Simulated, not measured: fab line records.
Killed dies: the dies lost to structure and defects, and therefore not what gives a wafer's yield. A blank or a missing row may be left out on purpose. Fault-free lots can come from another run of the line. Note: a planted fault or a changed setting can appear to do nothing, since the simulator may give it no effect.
Chamber matching    flow n5 finfet    ald sin-03 running N5_BEOL_M4_ALD_98: 4 sister chambers
The step deposits SiO2, target thk 2.5 nm, pulse time 1 s, co reactant pulse time 1 s. 4 wafers are shown with their chamber, then 10 later ones without.

WAFERS PAIRED WITH THEIR CHAMBERS
wafer   chamber  heater power w (W)
L087.2  0        91
L087.4  3        67
L093.1  1        72
L093.5  2        88

WAFERS MISSING THEIR CHAMBER
wafer   heater power w (W)
L093.6  72
L094.2  73
L094.3  89
L094.5  93
L095.1  91
L095.2  89
L095.4  71
L097.1  73
L097.4  67
L097.5  65

EACH ONE'S CHAMBER
wafer   from the rows above      in truth
L093.6  1                        1
L094.2  1                        1
L094.3  can't be placed: 2 or 0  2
L094.5  0                        0
L095.1  0                        0
L095.2  can't be placed: 2 or 0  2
L095.4  1                        1
L097.1  1                        1
L097.4  3                        3
L097.5  3                        3
Correct placement for 8 of the 10. Can't be placed from these rows: 2 (the true chamber is among the candidates in 2). 0 placed wrongly.
How it was worked out, from the rows above alone: a wafer's distance from a chamber is the root of the sum, over the readings, of the square of ((its reading less the chamber's mean) divided by the reading's scatter). If the next closest chamber is less than 2 further off than the closest, the wafer can't be placed; otherwise it belongs to the closest. A chamber's mean is the mean of its shown wafers. The scatter: with one shown wafer a chamber, the root of the mean of the squares of how far each hidden wafer lies from its nearest shown one.
